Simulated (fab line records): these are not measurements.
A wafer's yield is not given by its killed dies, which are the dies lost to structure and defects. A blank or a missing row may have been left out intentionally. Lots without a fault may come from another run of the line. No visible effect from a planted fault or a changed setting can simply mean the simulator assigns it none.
The tool behind it: which one? / flow nand_harc / 24 lots with 72 wafers sampled at 4 steps, on a route of 1159 steps

== WHAT EACH GAUGE READ, for each wafer ==
NHARC_P_CONTACT_OVL_MEAS_13.
lot=L074; measured=day 5 10:52; on=overlay-02; overlay_x_nm (nm)=1.2 1.3 1.0; overlay_y_nm (nm)=-0.1 0.1 0.1
lot=L075; measured=day 5 17:49; on=overlay-02; overlay_x_nm (nm)=-1.7 -1.2 -1.6; overlay_y_nm (nm)=-1.2 -1.6 -1.3
lot=L076; measured=day 6 00:54; on=overlay-01; overlay_x_nm (nm)=1.1 1.3 1.7; overlay_y_nm (nm)=-2.0 -0.9 -0.9
lot=L077; measured=day 6 05:03; on=overlay-02; overlay_x_nm (nm)=0.6 0.6 0.9; overlay_y_nm (nm)=0.5 0.1 0.3
lot=L078; measured=day 6 11:25; on=overlay-01; overlay_x_nm (nm)=-0.8 -0.9 -1.5; overlay_y_nm (nm)=0.0 0.4 0.1
lot=L079; measured=day 6 20:22; on=overlay-02; overlay_x_nm (nm)=0.6 0.7 0.6; overlay_y_nm (nm)=0.0 0.2 0.8
lot=L080; measured=day 7 05:06; on=overlay-01; overlay_x_nm (nm)=-0.9 -0.8 -0.9; overlay_y_nm (nm)=0.2 -0.2 0.1
lot=L081; measured=day 7 12:08; on=overlay-02; overlay_x_nm (nm)=-0.2 0.0 -0.1; overlay_y_nm (nm)=-1.7 -1.5 -1.5
lot=L082; measured=day 7 11:16; on=overlay-02; overlay_x_nm (nm)=-0.4 -0.3 -0.8; overlay_y_nm (nm)=-0.1 -0.3 -0.4
lot=L083; measured=day 7 14:47; on=overlay-02; overlay_x_nm (nm)=1.1 0.6 0.8; overlay_y_nm (nm)=0.1 0.6 0.2
lot=L084; measured=day 8 04:28; on=overlay-02; overlay_x_nm (nm)=-0.4 -0.9 -0.4; overlay_y_nm (nm)=0.8 1.1 0.7
lot=L085; measured=day 8 03:40; on=overlay-01; overlay_x_nm (nm)=0.9 1.0 0.4; overlay_y_nm (nm)=-1.3 -1.4 -1.0
lot=L086; measured=day 8 18:01; on=overlay-01; overlay_x_nm (nm)=-0.1 -0.4 0.1; overlay_y_nm (nm)=-0.3 0.4 -0.2
lot=L087; measured=day 8 17:21; on=overlay-02; overlay_x_nm (nm)=0.2 1.0 0.6; overlay_y_nm (nm)=0.9 0.8 1.7
lot=L088; measured=day 9 00:32; on=overlay-02; overlay_x_nm (nm)=0.7 0.1 0.2; overlay_y_nm (nm)=-0.1 -0.6 -0.7
lot=L089; measured=day 9 09:19; on=overlay-02; overlay_x_nm (nm)=-0.1 -0.6 -0.5; overlay_y_nm (nm)=1.1 0.6 0.3
lot=L090; measured=day 9 07:17; on=overlay-01; overlay_x_nm (nm)=0.7 0.3 0.5; overlay_y_nm (nm)=-1.3 -0.8 -0.8
lot=L091; measured=day 9 21:52; on=overlay-02; overlay_x_nm (nm)=0.1 0.1 -0.2; overlay_y_nm (nm)=-1.1 -0.9 -0.8
lot=L092; measured=day 9 20:11; on=overlay-01; overlay_x_nm (nm)=-0.3 -0.7 0.0; overlay_y_nm (nm)=0.1 0.4 0.3
lot=L093; measured=day 10 05:53; on=overlay-01; overlay_x_nm (nm)=-0.4 -0.4 0.0; overlay_y_nm (nm)=1.4 1.3 1.5
lot=L094; measured=day 10 12:49; on=overlay-01; overlay_x_nm (nm)=0.3 0.1 -0.3; overlay_y_nm (nm)=2.1 2.4 1.8
lot=L095; measured=day 10 22:17; on=overlay-02; overlay_x_nm (nm)=-0.3 -0.4 -0.4; overlay_y_nm (nm)=0.3 0.3 -0.3
lot=L096; measured=day 11 03:33; on=overlay-02; overlay_x_nm (nm)=0.9 0.6 0.8; overlay_y_nm (nm)=0.7 0.3 0.6
lot=L097; measured=day 11 03:56; on=overlay-01; overlay_x_nm (nm)=-1.5 -1.8 -1.2; overlay_y_nm (nm)=0.6 0.9 0.8

NHARC_P_M0_INSPECT_27.
lot=L074; measured=day 5 18:13; on=defect_inspect-02; raw_defect_count=173 262 352
lot=L075; measured=day 6 06:26; on=defect_inspect-02; raw_defect_count=570 200 219
lot=L076; measured=day 6 13:13; on=defect_inspect-02; raw_defect_count=185 133 195
lot=L077; measured=day 6 18:58; on=defect_inspect-02; raw_defect_count=276 249 145
lot=L078; measured=day 6 22:17; on=defect_inspect-01; raw_defect_count=237 175 197
lot=L079; measured=day 7 03:13; on=defect_inspect-01; raw_defect_count=262 253 176
lot=L080; measured=day 7 12:23; on=defect_inspect-02; raw_defect_count=180 178 226
lot=L081; measured=day 7 23:00; on=defect_inspect-01; raw_defect_count=261 232 203
lot=L082; measured=day 7 22:26; on=defect_inspect-02; raw_defect_count=321 171 153
lot=L083; measured=day 7 23:44; on=defect_inspect-01; raw_defect_count=317 264 259
lot=L084; measured=day 8 11:13; on=defect_inspect-02; raw_defect_count=303 171 405
lot=L085; measured=day 8 10:20; on=defect_inspect-01; raw_defect_count=304 426 308
lot=L086; measured=day 9 01:01; on=defect_inspect-01; raw_defect_count=205 227 309
lot=L087; measured=day 9 00:40; on=defect_inspect-01; raw_defect_count=316 356 366
lot=L088; measured=day 9 07:25; on=defect_inspect-02; raw_defect_count=180 264 261
lot=L089; measured=day 10 03:55; on=defect_inspect-01; raw_defect_count=181 105 144
lot=L090; measured=day 9 14:18; on=defect_inspect-01; raw_defect_count=160 175 190
lot=L091; measured=day 10 07:14; on=defect_inspect-01; raw_defect_count=250 204 410
lot=L092; measured=day 10 05:13; on=defect_inspect-01; raw_defect_count=114 176 203
lot=L093; measured=day 10 16:01; on=defect_inspect-01; raw_defect_count=199 256 204
lot=L094; measured=day 10 19:35; on=defect_inspect-02; raw_defect_count=217 394 399
lot=L095; measured=day 11 04:56; on=defect_inspect-01; raw_defect_count=145 304 173
lot=L096; measured=day 11 10:13; on=defect_inspect-01; raw_defect_count=172 307 339
lot=L097; measured=day 11 11:08; on=defect_inspect-01; raw_defect_count=243 171 182

== TOOL THAT RAN EACH LOT (tool first, then ch and the chambers of the sampled wafers, then the start) ==
lot=L074; NHARC_P_ZERO_WELL_RTA_42=rtp_anneal-01 ch 0, day 1 18:53; NHARC_P_CONTACT_ETCH_35=rie_diel-04 ch 0,1,3, day 5 11:04
lot=L075; NHARC_P_ZERO_WELL_RTA_42=rtp_anneal-02 ch 0, day 2 01:02; NHARC_P_CONTACT_ETCH_35=rie_diel-01 ch 0,3, day 5 18:00
lot=L076; NHARC_P_ZERO_WELL_RTA_42=rtp_anneal-02 ch 0, day 2 07:07; NHARC_P_CONTACT_ETCH_35=rie_diel-04 ch 1,2, day 6 01:05
lot=L077; NHARC_P_ZERO_WELL_RTA_42=rtp_anneal-01 ch 0, day 2 13:07; NHARC_P_CONTACT_ETCH_35=rie_diel-05 ch 0,1,3, day 6 05:16
lot=L078; NHARC_P_ZERO_WELL_RTA_42=rtp_anneal-02 ch 0, day 2 18:59; NHARC_P_CONTACT_ETCH_35=rie_diel-04 ch 0,3, day 6 11:37
lot=L079; NHARC_P_ZERO_WELL_RTA_42=rtp_anneal-01 ch 0, day 3 01:02; NHARC_P_CONTACT_ETCH_35=rie_diel-04 ch 1,2,3, day 6 20:34
lot=L080; NHARC_P_ZERO_WELL_RTA_42=rtp_anneal-02 ch 0, day 3 06:45; NHARC_P_CONTACT_ETCH_35=rie_diel-04 ch 0,2,3, day 7 05:17
lot=L081; NHARC_P_ZERO_WELL_RTA_42=rtp_anneal-01 ch 0, day 3 16:29; NHARC_P_CONTACT_ETCH_35=rie_diel-05 ch 0,2,3, day 7 12:20
lot=L082; NHARC_P_ZERO_WELL_RTA_42=rtp_anneal-01 ch 0, day 3 18:59; NHARC_P_CONTACT_ETCH_35=rie_diel-01 ch 1,2,3, day 7 11:26
lot=L083; NHARC_P_ZERO_WELL_RTA_42=rtp_anneal-01 ch 0, day 4 01:10; NHARC_P_CONTACT_ETCH_35=rie_diel-01 ch 1,2,3, day 7 14:58
lot=L084; NHARC_P_ZERO_WELL_RTA_42=rtp_anneal-02 ch 0, day 4 06:44; NHARC_P_CONTACT_ETCH_35=rie_diel-01 ch 1,2,3, day 8 04:39
lot=L085; NHARC_P_ZERO_WELL_RTA_42=rtp_anneal-02 ch 0, day 4 12:53; NHARC_P_CONTACT_ETCH_35=rie_diel-04 ch 1,2,3, day 8 03:51
lot=L086; NHARC_P_ZERO_WELL_RTA_42=rtp_anneal-02 ch 0, day 4 19:05; NHARC_P_CONTACT_ETCH_35=rie_diel-01 ch 2,3, day 8 18:18
lot=L087; NHARC_P_ZERO_WELL_RTA_42=rtp_anneal-01 ch 0, day 5 00:53; NHARC_P_CONTACT_ETCH_35=rie_diel-04 ch 1,2,3, day 8 17:33
lot=L088; NHARC_P_ZERO_WELL_RTA_42=rtp_anneal-01 ch 0, day 5 07:14; NHARC_P_CONTACT_ETCH_35=rie_diel-01 ch 1,2,3, day 9 00:44
lot=L089; NHARC_P_ZERO_WELL_RTA_42=rtp_anneal-02 ch 0, day 5 12:46; NHARC_P_CONTACT_ETCH_35=rie_diel-04 ch 2,3, day 9 09:30
lot=L090; NHARC_P_ZERO_WELL_RTA_42=rtp_anneal-01 ch 0, day 5 19:02; NHARC_P_CONTACT_ETCH_35=rie_diel-04 ch 0,1,2, day 9 07:29
lot=L091; NHARC_P_ZERO_WELL_RTA_42=rtp_anneal-02 ch 0, day 6 01:10; NHARC_P_CONTACT_ETCH_35=rie_diel-04 ch 0,1,2, day 9 22:04
lot=L092; NHARC_P_ZERO_WELL_RTA_42=rtp_anneal-01 ch 0, day 6 07:07; NHARC_P_CONTACT_ETCH_35=rie_diel-04 ch 0,2,3, day 9 20:23
lot=L093; NHARC_P_ZERO_WELL_RTA_42=rtp_anneal-01 ch 0, day 6 12:58; NHARC_P_CONTACT_ETCH_35=rie_diel-04 ch 0,1,2, day 10 06:04
lot=L094; NHARC_P_ZERO_WELL_RTA_42=rtp_anneal-02 ch 0, day 6 19:01; NHARC_P_CONTACT_ETCH_35=rie_diel-04 ch 0,1,2, day 10 12:59
lot=L095; NHARC_P_ZERO_WELL_RTA_42=rtp_anneal-01 ch 0, day 7 00:54; NHARC_P_CONTACT_ETCH_35=rie_diel-01 ch 1,2,3, day 10 22:29
lot=L096; NHARC_P_ZERO_WELL_RTA_42=rtp_anneal-02 ch 0, day 7 07:24; NHARC_P_CONTACT_ETCH_35=rie_diel-04 ch 0,2,3, day 11 03:45
lot=L097; NHARC_P_ZERO_WELL_RTA_42=rtp_anneal-02 ch 0, day 7 13:08; NHARC_P_CONTACT_ETCH_35=rie_diel-01 ch 0,1,3, day 11 04:10
- NHARC_P_ZERO_WELL_RTA_42: time 300 s.
- NHARC_P_CONTACT_ETCH_35: etches the open film in CF4, target depth 39 nm, time 65 s.

== WHAT THE TOOLS THEMSELVES READ (means of the sampled wafers that have a number; where no wafer has one, the mark that the record gives instead) ==
NHARC_P_ZERO_WELL_RTA_42.
lot=L074; tool=rtp_anneal-01; anneal_temp_c_max=1107.7; lamp_power_pct (%)=41.2; wafer_temp_C_max=1105.8
lot=L075; tool=rtp_anneal-02; anneal_temp_c_max=1102.7; lamp_power_pct (%)=38.9; wafer_temp_C_max=1103.8
lot=L076; tool=rtp_anneal-02; anneal_temp_c_max=1103.3; lamp_power_pct (%)=39.0; wafer_temp_C_max=1103.1
lot=L077; tool=rtp_anneal-01; anneal_temp_c_max=1109.8; lamp_power_pct (%)=41.0; wafer_temp_C_max=1105.7
lot=L078; tool=rtp_anneal-02; anneal_temp_c_max=1103.2; lamp_power_pct (%)=39.1; wafer_temp_C_max=1103.3
lot=L079; tool=rtp_anneal-01; anneal_temp_c_max=1109.2; lamp_power_pct (%)=41.2; wafer_temp_C_max=1105.6
lot=L080; tool=rtp_anneal-02; anneal_temp_c_max=1103.5; lamp_power_pct (%)=39.1; wafer_temp_C_max=1103.0
lot=L081; tool=rtp_anneal-01; anneal_temp_c_max=1108.1; lamp_power_pct (%)=41.2; wafer_temp_C_max=1105.4
lot=L082; tool=rtp_anneal-01; anneal_temp_c_max=1107.2; lamp_power_pct (%)=41.2; wafer_temp_C_max=1106.7
lot=L083; tool=rtp_anneal-01; anneal_temp_c_max=1107.7; lamp_power_pct (%)=41.2; wafer_temp_C_max=1105.7
lot=L084; tool=rtp_anneal-02; anneal_temp_c_max=1103.7; lamp_power_pct (%)=39.0; wafer_temp_C_max=1102.9
lot=L085; tool=rtp_anneal-02; anneal_temp_c_max=1103.5; lamp_power_pct (%)=39.1; wafer_temp_C_max=1102.5
lot=L086; tool=rtp_anneal-02; anneal_temp_c_max=1102.7; lamp_power_pct (%)=39.1; wafer_temp_C_max=1102.9
lot=L087; tool=rtp_anneal-01; anneal_temp_c_max=1107.7; lamp_power_pct (%)=41.2; wafer_temp_C_max=1105.1
lot=L088; tool=rtp_anneal-01; anneal_temp_c_max=1108.7; lamp_power_pct (%)=41.2; wafer_temp_C_max=1105.8
lot=L089; tool=rtp_anneal-02; anneal_temp_c_max=1102.6; lamp_power_pct (%)=39.1; wafer_temp_C_max=1103.0
lot=L090; tool=rtp_anneal-01; anneal_temp_c_max=1107.1; lamp_power_pct (%)=41.2; wafer_temp_C_max=1106.3
lot=L091; tool=rtp_anneal-02; anneal_temp_c_max=1102.3; lamp_power_pct (%)=39.0; wafer_temp_C_max=1103.0
lot=L092; tool=rtp_anneal-01; anneal_temp_c_max=1108.7; lamp_power_pct (%)=41.2; wafer_temp_C_max=1105.8
lot=L093; tool=rtp_anneal-01; anneal_temp_c_max=1108.6; lamp_power_pct (%)=41.2; wafer_temp_C_max=1104.6
lot=L094; tool=rtp_anneal-02; anneal_temp_c_max=1103.2; lamp_power_pct (%)=39.1; wafer_temp_C_max=1102.5
lot=L095; tool=rtp_anneal-01; anneal_temp_c_max=1108.0; lamp_power_pct (%)=41.1; wafer_temp_C_max=1106.5
lot=L096; tool=rtp_anneal-02; anneal_temp_c_max=1103.0; lamp_power_pct (%)=39.0; wafer_temp_C_max=1102.8
lot=L097; tool=rtp_anneal-02; anneal_temp_c_max=1104.2; lamp_power_pct (%)=39.1; wafer_temp_C_max=1103.3

NHARC_P_CONTACT_ETCH_35.
lot=L074; tool=rie_diel-04; drypump_motor_current_A (A)=5.9; oes_product_au (a.u.)=1.003; rf_vpp_V (V)=152.7; showerhead_plenum_p_Torr (Torr)=1.83; throttle_valve_pct (%)=13.282
lot=L075; tool=rie_diel-01; drypump_motor_current_A (A)=5.2; oes_product_au (a.u.)=0.989; rf_vpp_V (V)=152.4; showerhead_plenum_p_Torr (Torr)=1.79; throttle_valve_pct (%)=13.282
lot=L076; tool=rie_diel-04; drypump_motor_current_A (A)=5.6; oes_product_au (a.u.)=0.985; rf_vpp_V (V)=151.7; showerhead_plenum_p_Torr (Torr)=1.80; throttle_valve_pct (%)=13.280
lot=L077; tool=rie_diel-05; drypump_motor_current_A (A)=5.9; oes_product_au (a.u.)=0.987; rf_vpp_V (V)=151.2; showerhead_plenum_p_Torr (Torr)=1.77; throttle_valve_pct (%)=13.277
lot=L078; tool=rie_diel-04; drypump_motor_current_A (A)=5.9; oes_product_au (a.u.)=1.003; rf_vpp_V (V)=151.6; showerhead_plenum_p_Torr (Torr)=1.83; throttle_valve_pct (%)=13.281
lot=L079; tool=rie_diel-04; drypump_motor_current_A (A)=5.6; oes_product_au (a.u.)=0.987; rf_vpp_V (V)=151.7; showerhead_plenum_p_Torr (Torr)=1.80; throttle_valve_pct (%)=13.291
lot=L080; tool=rie_diel-04; drypump_motor_current_A (A)=5.8; oes_product_au (a.u.)=0.997; rf_vpp_V (V)=152.2; showerhead_plenum_p_Torr (Torr)=1.83; throttle_valve_pct (%)=13.277
lot=L081; tool=rie_diel-05; drypump_motor_current_A (A)=5.8; oes_product_au (a.u.)=0.989; rf_vpp_V (V)=150.9; showerhead_plenum_p_Torr (Torr)=1.72; throttle_valve_pct (%)=13.280
lot=L082; tool=rie_diel-01; drypump_motor_current_A (A)=5.3; oes_product_au (a.u.)=0.995; rf_vpp_V (V)=151.5; showerhead_plenum_p_Torr (Torr)=1.76; throttle_valve_pct (%)=13.287
lot=L083; tool=rie_diel-01; drypump_motor_current_A (A)=5.3; oes_product_au (a.u.)=0.992; rf_vpp_V (V)=150.9; showerhead_plenum_p_Torr (Torr)=1.76; throttle_valve_pct (%)=13.286
lot=L084; tool=rie_diel-01; drypump_motor_current_A (A)=5.3; oes_product_au (a.u.)=1.000; rf_vpp_V (V)=151.0; showerhead_plenum_p_Torr (Torr)=1.76; throttle_valve_pct (%)=13.286
lot=L085; tool=rie_diel-04; drypump_motor_current_A (A)=5.6; oes_product_au (a.u.)=0.991; rf_vpp_V (V)=152.0; showerhead_plenum_p_Torr (Torr)=1.80; throttle_valve_pct (%)=13.273
lot=L086; tool=rie_diel-01; drypump_motor_current_A (A)=5.2; oes_product_au (a.u.)=0.999; rf_vpp_V (V)=150.7; showerhead_plenum_p_Torr (Torr)=1.74; throttle_valve_pct (%)=13.274
lot=L087; tool=rie_diel-04; drypump_motor_current_A (A)=5.6; oes_product_au (a.u.)=0.997; rf_vpp_V (V)=152.0; showerhead_plenum_p_Torr (Torr)=1.80; throttle_valve_pct (%)=13.270
lot=L088; tool=rie_diel-01; drypump_motor_current_A (A)=5.3; oes_product_au (a.u.)=0.995; rf_vpp_V (V)=151.0; showerhead_plenum_p_Torr (Torr)=1.76; throttle_valve_pct (%)=13.290
lot=L089; tool=rie_diel-04; drypump_motor_current_A (A)=5.5; oes_product_au (a.u.)=1.007; rf_vpp_V (V)=151.0; showerhead_plenum_p_Torr (Torr)=1.80; throttle_valve_pct (%)=13.286
lot=L090; tool=rie_diel-04; drypump_motor_current_A (A)=5.7; oes_product_au (a.u.)=1.001; rf_vpp_V (V)=152.0; showerhead_plenum_p_Torr (Torr)=1.83; throttle_valve_pct (%)=13.287
lot=L091; tool=rie_diel-04; drypump_motor_current_A (A)=5.8; oes_product_au (a.u.)=0.994; rf_vpp_V (V)=152.3; showerhead_plenum_p_Torr (Torr)=1.83; throttle_valve_pct (%)=13.284
lot=L092; tool=rie_diel-04; drypump_motor_current_A (A)=5.8; oes_product_au (a.u.)=0.994; rf_vpp_V (V)=151.8; showerhead_plenum_p_Torr (Torr)=1.83; throttle_valve_pct (%)=13.283
lot=L093; tool=rie_diel-04; drypump_motor_current_A (A)=5.7; oes_product_au (a.u.)=0.996; rf_vpp_V (V)=151.0; showerhead_plenum_p_Torr (Torr)=1.83; throttle_valve_pct (%)=13.281
lot=L094; tool=rie_diel-04; drypump_motor_current_A (A)=5.8; oes_product_au (a.u.)=0.997; rf_vpp_V (V)=151.4; showerhead_plenum_p_Torr (Torr)=1.83; throttle_valve_pct (%)=13.284
lot=L095; tool=rie_diel-01; drypump_motor_current_A (A)=5.3; oes_product_au (a.u.)=0.998; rf_vpp_V (V)=151.1; showerhead_plenum_p_Torr (Torr)=1.76; throttle_valve_pct (%)=13.275
lot=L096; tool=rie_diel-04; drypump_motor_current_A (A)=5.8; oes_product_au (a.u.)=0.994; rf_vpp_V (V)=151.8; showerhead_plenum_p_Torr (Torr)=1.83; throttle_valve_pct (%)=13.288
lot=L097; tool=rie_diel-01; drypump_motor_current_A (A)=5.3; oes_product_au (a.u.)=0.983; rf_vpp_V (V)=152.0; showerhead_plenum_p_Torr (Torr)=1.78; throttle_valve_pct (%)=13.282

== THE ANSWER, worked out from the rows above alone ==
Rule: what is usual is taken from the lots themselves. Put in order of their means at a reading, lots are off if they are a third of the lots or fewer, leave a main group of 4 or more, and stand apart from it by a gap of 3 or more times the standard deviation of the main group's means; of several such gaps the widest counts. If all means in a main group match to the digits the tables above print for the reading, that group is not used. Also off: a lot with no number at a reading for which 4 or more lots have one. Where the step has rows for the other lots, those lots are counted as sound. Order of review: gauges by route order, followed by the tools' own readings, for which a lot's mean as printed above is used. At the first step where some lot is off, the reading lying furthest off is the one used; lots without a number count as furthest.
Across all readings shown, no lot is off: no conclusion can be drawn from this.

== WHAT THE SIMULATOR HAD PUT IN ==
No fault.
